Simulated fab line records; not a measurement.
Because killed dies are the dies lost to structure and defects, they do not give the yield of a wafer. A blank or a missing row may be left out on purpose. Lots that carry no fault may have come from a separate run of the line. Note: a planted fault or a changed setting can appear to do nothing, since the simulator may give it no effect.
The same fault as seen by 2 desks / flow nand_harc / only its own numbers are on each desk; what lay behind them is given at the end

METROLOGY DESK
Lot by lot, what the gauges showed, no matter which tool ran the lot: averages of those sampled wafers that carry a number. Marked OUT: a lot whose mean sits more than 4 standard deviations from the usual mean, which makes it out of limits; the brackets give that distance.
Columns: A = thk_nm at NHARC_A_ONON_D1_THK_MEAS_30, usual 1001 nm
lot=L214; first seen here=day 8 12:26; A=1003
lot=L213; first seen here=day 8 12:27; A=1000
lot=L215; first seen here=day 9 00:32; A=1013
lot=L216; first seen here=day 10 01:36; A=1006
lot=L218; first seen here=day 10 14:31; A=1013
lot=L222; first seen here=day 12 07:56; A=995
lot=L225; first seen here=day 12 23:56; A=1008
lot=L229; first seen here=day 14 16:16; A=1565 (+75) OUT
lot=L230; first seen here=day 15 17:16; A=1556 (+74) OUT
lot=L233; first seen here=day 16 22:17; A=992
lot=L235; first seen here=day 17 11:26; A=1011
lot=L236; first seen here=day 17 15:48; A=1007
This desk's verdict: out of limits on L229, L230, starting with L229 at day 14 16:16 (thk_nm at NHARC_A_ONON_D1_THK_MEAS_30). L214, L213, L215, L216, L218, L222, L225, L233, L235, L236 stayed within limits.

THE DEFECT DESK
Lot by lot, what the route's inspections counted, given as the mean of those sampled wafers with a number. Marked OUT: a lot whose mean sits more than 4 standard deviations from the usual mean, which makes it out of limits; the brackets give that distance.
Columns: A = raw_defect_count at NHARC_A_CHANNEL_HOLE_D1_INSPECT_12, usual 5.5
lot=L214; first seen here=day 8 19:13; A=2.0
lot=L213; first seen here=day 8 19:31; A=2.7
lot=L215; first seen here=day 9 07:02; A=6.3
lot=L216; first seen here=day 10 05:25; A=9.0
lot=L218; first seen here=day 10 18:17; A=6.7
lot=L222; first seen here=day 12 11:14; A=5.3
lot=L225; first seen here=day 13 05:29; A=3.3
lot=L233; first seen here=day 17 07:31; A=4.3
lot=L235; first seen here=day 17 16:37; A=4.0
lot=L236; first seen here=day 17 21:09; A=4.7
Finding of this desk: none of the 10 lots has anything out of limits.

PUT TOGETHER
On L229, L230, the metrology desk was in a position to raise an alarm at day 14 16:16.
Nothing the defect desk looked at was out of limits.
The defect desk has no number on record for L229, L230.
All the named lots went through NHARC_A_ONON_D1_DEP_28 on pecvd_onon-04.

WHAT THE SIMULATOR HAD INSERTED
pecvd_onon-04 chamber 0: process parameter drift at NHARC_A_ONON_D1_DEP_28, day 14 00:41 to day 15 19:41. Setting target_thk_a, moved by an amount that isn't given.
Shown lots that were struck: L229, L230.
Hours from the fault's start to each desk's first reading out of limits: the metrology desk, 16.
